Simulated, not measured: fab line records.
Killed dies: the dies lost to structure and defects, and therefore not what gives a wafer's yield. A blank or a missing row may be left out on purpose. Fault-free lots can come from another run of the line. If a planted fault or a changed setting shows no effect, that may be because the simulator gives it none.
Problem report, 8D (eight disciplines) form, completed by code / flow nand harc / the parts of the form that need people (team, actions taken, sign-off) are left out

1. WHAT IS WRONG
A mean of 36.0 s is read at NHARC_P_GATE_ETCH_114 for run length s, taken on 1 wafer of 1 lot, against 37.7 s (standard deviation 0.4) on wafers free of any fault. That puts it -4.3 standard deviations away from the usual mean.
The step: etches the open film in CF4/O2, target depth 30 nm, overetch 3 nm, time 16.5 s.
Earliest sighting: wafer L794.1 on rie diel-04 at day 12 03:00. The record holds 15 wafers of 5 lots with a number at this step. Rule for "out", or "out of limits": more than 4 standard deviations from the usual mean. Any other wafer with a number is counted as sound.

2. WHAT THIS IS AND IS NOT
question=which readings at this step | is=run length s | is not=drypump motor current A, mfc ar sccm, oes product au, rf vpp V, showerhead plenum p Torr
question=which lots | is=L794 | is not=L778, L782, L798, L799
question=which wafers of those lots | is=L794.1 | is not=L794.4, L794.5
question=read on which tools | is=rie diel-04 | is not=rie diel-10, rie diel-12
question=when | is=from day 12 03:00 | is not=up to then (8 sound wafers); but 6 sound wafers of L798, L799 came after

3. SUSPECTS, AND WHAT RULES EACH OUT
Counting: a tool at a process step up to the reading stays a suspect if it ran every lot that is out. Sound lots after the first of them don't rule it out here, since some wafers of a struck lot are sound.
- rie diel-04 at NHARC_P_GATE_DESCUM_31 (chemistry O2, time 3 s): kept. It ran the lot that is out, L794 (day 12 03:16); its last sound lot up to then is L778 (day 5 08:47).
- rie diel-04 at NHARC_P_GATE_ETCH_104 (etches the open film in CF4/CHF3, target depth 60 nm): kept. It ran the lot that is out, L794 (day 12 03:20); its last sound lot up to then is L778 (day 5 08:53).
- rie diel-04 at NHARC_P_GATE_HM_OPEN_105 (chemistry O2/COS, target depth 360 nm): kept. It ran the lot that is out, L794 (day 12 03:00); its last sound lot up to then is L778 (day 5 09:00). NHARC_P_GATE_HM_OPEN_105: start missing for some lots; hours and lot order therefore follow NHARC_P_GATE_ETCH_114.
- rie diel-04 at NHARC_P_GATE_ETCH_114 (etches the open film in CF4/O2, target depth 30 nm, overetch 3 nm, time 16.5 s): kept. It ran the lot that is out, L794 (day 12 03:00); its last sound lot up to then is L778 (day 5 09:00). Out on those wafers are its own readings of run length s.
- At NHARC_P_GATE_DESCUM_31 on rie diel-04, chamber 1 took the sound wafers of the same lots and chamber 3 took the wafers that are out.
- At NHARC_P_GATE_ETCH_104, inside rie diel-04: chamber 3 took the wafers that are out, while their sound lot-mates went through chambers 0, 1.
- At NHARC_P_GATE_HM_OPEN_105 on rie diel-04, chamber 1 took the sound wafers of the same lots and chamber 2 took the wafers that are out.
- At NHARC_P_GATE_ETCH_114 on rie diel-04, chamber 2 took the sound wafers of the same lots and chamber 0 took the wafers that are out.
Left after counting: rie diel-04 at NHARC_P_GATE_DESCUM_31, rie diel-04 at NHARC_P_GATE_ETCH_104, rie diel-04 at NHARC_P_GATE_HM_OPEN_105, rie diel-04 at NHARC_P_GATE_ETCH_114.

4. THE CAUSE (what the simulator had put in)
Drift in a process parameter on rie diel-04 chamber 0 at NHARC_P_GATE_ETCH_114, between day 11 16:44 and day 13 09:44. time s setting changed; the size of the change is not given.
Of the 4 suspects that counting leaves, this tool is one.

5. THE EFFECT CHAIN, in route order
Each row: a reading where the mean over the struck wafers with a number is more than 3 standard deviations away from the usual. Readings are gone through only where the record gives a usual standard deviation; hours: the median, over the lots, of the time from a lot's start at the first step in this table giving one to that lot's start at this step; sigmas: the change measured in usual standard deviations.
hours=0; step=NHARC_P_GATE_ETCH_114; reading=run length s; usual=37.7 s; on struck wafers=36.0; change=-1.7; sigmas=-4.3
Its process steps:
- NHARC_P_GATE_ETCH_114: etches the open film in CF4/O2, target depth 30 nm, overetch 3 nm, time 16.5 s.
Readings that are blank on the struck wafers while sound wafers have them: rf fwd power W at NHARC_P_GATE_ETCH_114.

6. WHAT WOULD HAVE CAUGHT IT SOONER
First out-of-limits reading in this record: day 12 03:00, which is 10 hours after fault onset at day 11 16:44.
